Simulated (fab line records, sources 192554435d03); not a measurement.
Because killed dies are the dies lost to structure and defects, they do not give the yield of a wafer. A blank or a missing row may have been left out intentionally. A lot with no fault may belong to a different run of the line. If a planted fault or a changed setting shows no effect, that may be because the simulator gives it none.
Split-lot experiment :: flow n5-finfet :: 21 wafers read from 7 lots, route of 1938 steps

== THE SPLIT ==
At N5_DUMMY_GATE_ETCH_37 (etches SOC in N2/H2, target depth 60 nm, overetch 30 nm), the setting source-w was moved away from the recipe's 840 W on 9 of the 21 wafers read, by -16.5% to +13.5%. The other wafers ran this setting at the recipe's value.

The reading is taken at the split's own step.

== THE READING ==
rf-vpp-V, in V, at N5_DUMMY_GATE_ETCH_37 (etches SOC in N2/H2, target depth 60 nm, overetch 30 nm). On this fab line, fault-free wafers typically give 525.2 V with a standard deviation of 2.1 V.

wafer: L074.2
tool, chamber at the split: rie-diel-01, 3
source-w as run, W: 840
against the recipe: recipe
rf-vpp-V, V: 524.0
against lot-mates on the recipe: -

wafer: L074.3
tool, chamber at the split: rie-diel-01, 0
source-w as run, W: 840
against the recipe: recipe
rf-vpp-V, V: 521.5
against lot-mates on the recipe: -

wafer: L074.6
tool, chamber at the split: rie-diel-01, 1
source-w as run, W: 840
against the recipe: recipe
rf-vpp-V, V: 529.4
against lot-mates on the recipe: -

wafer: L076.1
tool, chamber at the split: rie-diel-01, 1
source-w as run, W: 840
against the recipe: recipe
rf-vpp-V, V: 529.8
against lot-mates on the recipe: -

wafer: L076.4
tool, chamber at the split: rie-diel-01, 2
source-w as run, W: 770
against the recipe: -8.3%
rf-vpp-V, V: 538.8
against lot-mates on the recipe: +9.0

wafer: L076.6
tool, chamber at the split: rie-diel-01, 3
source-w as run, W: 770
against the recipe: -8.3%
rf-vpp-V, V: 538.6
against lot-mates on the recipe: +8.8

wafer: L077.1
tool, chamber at the split: rie-diel-01, 0
source-w as run, W: 840
against the recipe: recipe
rf-vpp-V, V: 522.9
against lot-mates on the recipe: -

wafer: L077.4
tool, chamber at the split: rie-diel-01, 2
source-w as run, W: 840
against the recipe: recipe
rf-vpp-V, V: 522.8
against lot-mates on the recipe: -

wafer: L077.5
tool, chamber at the split: rie-diel-01, 0
source-w as run, W: 953.6
against the recipe: +13.5%
rf-vpp-V, V: 501.4
against lot-mates on the recipe: -21.4

wafer: L081.1
tool, chamber at the split: rie-diel-01, 0
source-w as run, W: 840
against the recipe: recipe
rf-vpp-V, V: 523.7
against lot-mates on the recipe: -

wafer: L081.3
tool, chamber at the split: rie-diel-01, 3
source-w as run, W: 840
against the recipe: recipe
rf-vpp-V, V: 522.6
against lot-mates on the recipe: -

wafer: L081.5
tool, chamber at the split: rie-diel-01, 0
source-w as run, W: 701.1
against the recipe: -16.5%
rf-vpp-V, V: 555.8
against lot-mates on the recipe: +32.6

wafer: L082.2
tool, chamber at the split: rie-diel-05, 1
source-w as run, W: 840
against the recipe: recipe
rf-vpp-V, V: 525.6
against lot-mates on the recipe: -

wafer: L082.4
tool, chamber at the split: rie-diel-05, 3
source-w as run, W: 840
against the recipe: recipe
rf-vpp-V, V: 525.3
against lot-mates on the recipe: -

wafer: L082.5
tool, chamber at the split: rie-diel-05, 0
source-w as run, W: 904.1
against the recipe: +7.6%
rf-vpp-V, V: 514.2
against lot-mates on the recipe: -11.2

wafer: L089.1
tool, chamber at the split: rie-diel-05, 3
source-w as run, W: 775.1
against the recipe: -7.7%
rf-vpp-V, V: 540.7
against lot-mates on the recipe: +14.8

wafer: L089.2
tool, chamber at the split: rie-diel-05, 1
source-w as run, W: 840
against the recipe: recipe
rf-vpp-V, V: 525.9
against lot-mates on the recipe: -

wafer: L089.3
tool, chamber at the split: rie-diel-05, 2
source-w as run, W: 775.1
against the recipe: -7.7%
rf-vpp-V, V: 539.1
against lot-mates on the recipe: +13.2

wafer: L090.2
tool, chamber at the split: rie-diel-04, 3
source-w as run, W: 840
against the recipe: recipe
rf-vpp-V, V: 525.5
against lot-mates on the recipe: -

wafer: L090.3
tool, chamber at the split: rie-diel-04, 1
source-w as run, W: 921.7
against the recipe: +9.7%
rf-vpp-V, V: 511.7
against lot-mates on the recipe: -13.8

wafer: L090.5
tool, chamber at the split: rie-diel-04, 0
source-w as run, W: 921.7
against the recipe: +9.7%
rf-vpp-V, V: 510.7
against lot-mates on the recipe: -14.8

FIT RESULTS
A straight line over all 21 wafers: rf-vpp-V changes by -1.7 V for each +1% of source-w; r = -0.98; the points scatter about the line by 2.3 V.
The same after taking each lot's own level away (the mean of its wafers on the recipe; 21 wafers): -1.62 V for each +1%; r = -0.98; scatter 2.5 V.
That fit puts the effect of the largest move of source-w on the reading at 27 V.
Measured against the standard deviation above, the lots' own levels, which go from 522.85 to 529.80 V, span 3.3 times it.
So the lot-to-lot level changes the slope little: the two slopes agree.
Check: +24.3 V against its lot-mates is what the line predicts for one of the wafers moved furthest among these (-16.5%) when that wafer is left out of the fit. Against them it came out at +32.6 V.
Tool readings at the split's step, against how far the setting was moved: rf-vpp-V r = -0.98.

== FURTHER SPLITS ON THESE WAFERS ==
Note: prior to the reading, these wafers also went through further splits. Each is held against what the fit with the lots' levels taken away leaves over:
other split on the same wafers: N5_ZERO_LAYER_EXPOSE_08 dose-mj
wafers away from the commonest value: 9
r with rf-vpp-V (lot level and that fit taken away): -0.28

other split on the same wafers: N5_ZERO_LAYER_DEVELOP_10 develop-time-s
wafers away from the commonest value: 10
r with rf-vpp-V (lot level and that fit taken away): +0.27

other split on the same wafers: N5_FIN_SAQP_SPACER1_ALD_24 ald-cycles
wafers away from the commonest value: 7
r with rf-vpp-V (lot level and that fit taken away): +0.26

other split on the same wafers: N5_FIN_SAQP_ETCH_65 time-s
wafers away from the commonest value: 6
r with rf-vpp-V (lot level and that fit taken away): -0.17

other split on the same wafers: N5_DUMMY_GATE_DESCUM_20 time-s
wafers away from the commonest value: 6
r with rf-vpp-V (lot level and that fit taken away): -0.05

== FILE'S OWN FIT ==
rf-vpp-V changes by -1.67 V for each +1% of source-w, r = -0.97.
